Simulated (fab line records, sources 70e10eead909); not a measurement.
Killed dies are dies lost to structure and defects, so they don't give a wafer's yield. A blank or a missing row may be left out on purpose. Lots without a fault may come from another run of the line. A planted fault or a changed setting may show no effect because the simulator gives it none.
Chamber matching | flow nand_harc | NHARC_A_BONDPAD_ETCH_34 on rie_diel-06: 4 sister chambers
The step etches the open film in N2/H2, target depth 60 nm, overetch 18 nm, time 65.91 s. 8 wafers are shown with their chamber, then 7 later ones without.

WAFERS WITH THEIR CHAMBER
wafer  | chamber | drypump_motor_current_A (A) | rf_vpp_V (V)
L319.6 | 2       | 5.8                         | 434.7
L325.1 | 0       | 5.4                         | 427.4
L325.2 | 2       | 5.8                         | 433.4
L324.1 | 1       | 6.0                         | 432.7
L324.2 | 0       | 5.4                         | 428.1
L324.3 | 3       | 6.4                         | 428.3
L328.1 | 3       | 6.4                         | 427.9
L328.2 | 1       | 5.9                         | 433.4

WAFERS WITHOUT THEIR CHAMBER
wafer  | drypump_motor_current_A (A) | rf_vpp_V (V)
L328.4 | 5.4                         | 427.9
L326.1 | 6.0                         | 430.2
L326.3 | 6.4                         | 427.9
L326.6 | 6.4                         | 427.2
L337.3 | 6.0                         | 431.5
L337.4 | 5.4                         | 428.7
L337.6 | 5.4                         | 429.6

WHICH CHAMBER EACH WENT THROUGH
wafer  | from the rows above | in truth
L328.4 | 0                   | 0
L326.1 | 1                   | 1
L326.3 | 3                   | 3
L326.6 | 3                   | 3
L337.3 | 1                   | 1
L337.4 | 0                   | 0
L337.6 | 0                   | 0
Placed correctly: 7 of 7. Can't be placed from these rows: 0. Placed wrongly: 0.
How it was worked out, from the rows above alone: a wafer's distance from a chamber is the root of the sum, over the readings, of the square of ((its reading less the chamber's mean) divided by the reading's scatter). The wafer belongs to the nearest chamber; if the next one is less than 2 further off, it can't be placed. A chamber's mean is the mean of its shown wafers. The scatter: the root of (the sum of the squares of (reading less its chamber's mean) over the shown wafers, divided by (wafers less chambers)).
